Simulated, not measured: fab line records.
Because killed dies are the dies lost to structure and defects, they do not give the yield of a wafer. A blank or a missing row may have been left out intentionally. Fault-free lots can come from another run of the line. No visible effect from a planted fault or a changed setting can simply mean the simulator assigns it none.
Chamber matching :: flow nand_harc :: NHARC_A_BLC_STRIP_29 on rie_diel-06 has 4 sister chambers
The step strips in CF4. 4 wafers are shown with their chamber, then 9 later ones without.

== EACH WAFER AND ITS CHAMBER ==
wafer: L089.4
chamber: 1
drypump_motor_current_A (A): 5.62

wafer: L095.1
chamber: 3
drypump_motor_current_A (A): 6.23

wafer: L095.2
chamber: 0
drypump_motor_current_A (A): 6.15

wafer: L095.3
chamber: 2
drypump_motor_current_A (A): 5.30

== WAFERS WITHOUT THEIR CHAMBER ==
wafer: L092.3
drypump_motor_current_A (A): 6.16

wafer: L092.4
drypump_motor_current_A (A): 6.24

wafer: L092.6
drypump_motor_current_A (A): 6.12

wafer: L094.2
drypump_motor_current_A (A): 6.12

wafer: L094.5
drypump_motor_current_A (A): 6.23

wafer: L094.6
drypump_motor_current_A (A): 5.29

wafer: L097.2
drypump_motor_current_A (A): 5.27

wafer: L097.3
drypump_motor_current_A (A): 5.62

wafer: L097.6
drypump_motor_current_A (A): 6.12

== WHICH CHAMBER EACH WENT THROUGH ==
wafer: L092.3
from the rows above: 0
in truth: 0

wafer: L092.4
from the rows above: 3
in truth: 3

wafer: L092.6
from the rows above: 0
in truth: 0

wafer: L094.2
from the rows above: 0
in truth: 0

wafer: L094.5
from the rows above: 3
in truth: 3

wafer: L094.6
from the rows above: 2
in truth: 2

wafer: L097.2
from the rows above: 2
in truth: 2

wafer: L097.3
from the rows above: 1
in truth: 1

wafer: L097.6
from the rows above: 0
in truth: 0
Placed correctly: 9 of 9. Number that these rows cannot place: 0. Placed wrongly: 0.
How it was worked out, from the rows above alone: a wafer's distance from a chamber is the root of the sum, over the readings, of the square of ((its reading less the chamber's mean) divided by the reading's scatter). The wafer belongs to the nearest chamber; if the next one is less than 2 further off, it can't be placed. The mean given for a chamber averages the wafers shown for that chamber. The scatter: with one shown wafer a chamber, the root of the mean of the squares of how far each hidden wafer lies from its nearest shown one.
